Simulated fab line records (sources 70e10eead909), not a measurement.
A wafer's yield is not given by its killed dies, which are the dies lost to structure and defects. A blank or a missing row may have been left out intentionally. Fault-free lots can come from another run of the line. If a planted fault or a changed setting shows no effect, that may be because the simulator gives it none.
A struck lot beside a sound one    flow nand_harc    15 steps out of a route of 1302
Sound: the wafers L121.2, L121.3, L121.6. Struck: wafer L139.2; the same lot's L139.3 was not struck, so it is left out; see the end for the cause.
Each step with rows lists, per side, the tool, then ch with its chambers, then its first start. Under that, the readings that differ: sound wafers    struck wafers    difference of the means    sigmas: that difference in standard deviations of wafers without a fault.
alike: readings with means less than 2 such deviations apart, plus words and numbers identical on both sides. not compared: withheld readings, readings lacking a value on some wafer, bounds such as >300 that could conceal the same value, and numbers that have no deviation in the record and whose values overlap.
The two part at a step that has a row with sigmas, a row that says differs or no value, or rows on one side only. When numbers do not overlap yet have no deviation, they are printed without sigmas and do not part them. Lack of a reading on every wafer of one side parts them only where that side has two or more wafers.

NHARC_A_BONDPAD_THK_MEAS_20: measures by xrf.
  sound: film_metro-01 at day 24 08:59; struck: film_metro-02 at day 31 00:26
  alike: thk_nm
then, 1 step without rows for these wafers: NHARC_A_BONDPAD_SRD_21 (time 30 s, dry time 20 s).
NHARC_A_BONDPAD_INSPECT_23:
  sound: defect_inspect-01 at day 24 09:12; struck: defect_inspect-01 at day 31 00:41
  alike: raw_defect_count
NHARC_HYBRID_BOND_ACTIVATE_00: chemistry N2, time 60 s.
  sound on rie_diel-11 ch 1,3, day 24 09:17; struck on rie_diel-11 ch 0, day 31 00:46
reading       sound           struck  difference  sigmas
rf_vpp_V (V)  64.9 64.8 65.0  62.8    -2.1        -2
  alike: drypump_motor_current_A, oes_product_au, showerhead_plenum_p_Torr
  not compared: rf_hours_counter_h
then, 4 steps without rows for these wafers: NHARC_HYBRID_BOND_PRECLEAN_01 (cleans in DIW, time 300 s); NHARC_HYBRID_BOND_SRD_02 (time 30 s, dry time 20 s); NHARC_HYBRID_BOND_BOND_03; NHARC_HYBRID_BOND_ANNEAL_04 (time 7200 s).
NHARC_HYBRID_BOND_OVL_MEAS_05:
  sound: overlay-02 at day 24 15:44; struck: overlay-02 at day 31 10:20
  alike: overlay_x_nm, overlay_y_nm
NHARC_HYBRID_BOND_INSPECT_06: inspects for defects (ir void).
  sound: defect_inspect-02 at day 24 15:48; struck: defect_inspect-02 at day 31 10:23
reading           sound     struck  difference  sigmas
raw_defect_count  64 78 77  158     +85         +2
NHARC_THIN_TSV_GRIND_00:
  sound on grinder-01 ch 0, day 24 18:32; struck on grinder-01 ch 0, day 31 10:44
  alike: motor_current_A
NHARC_THIN_TSV_CMP_01: polishes.
  sound on cmp-03 ch 1,2, day 24 19:33; struck on cmp-02 ch 0, day 31 11:47
reading              sound           struck  difference  sigmas
motor_current_A (A)  12.6 10.7 12.3  9.2     -2.7        -3
NHARC_THIN_TSV_THK_MEAS_02: measures by ir.
  sound: film_metro-01 at day 24 19:49; struck: film_metro-01 at day 31 12:02
reading      sound           struck  difference  sigmas
thk_nm (nm)  2989 2851 3081  2       -2972       -14
following that, these wafers have no rows for 1 step: NHARC_THIN_TSV_SRD_03.
NHARC_END_SORT_01:
  here the record holds rows for the struck wafers (prober-02 ch 0, day 32 04:38) but none for the sound ones

WHERE THEY PART
Earliest at NHARC_HYBRID_BOND_ACTIVATE_00; latest, in this record, at NHARC_END_SORT_01.

WHY: what the simulator had put in
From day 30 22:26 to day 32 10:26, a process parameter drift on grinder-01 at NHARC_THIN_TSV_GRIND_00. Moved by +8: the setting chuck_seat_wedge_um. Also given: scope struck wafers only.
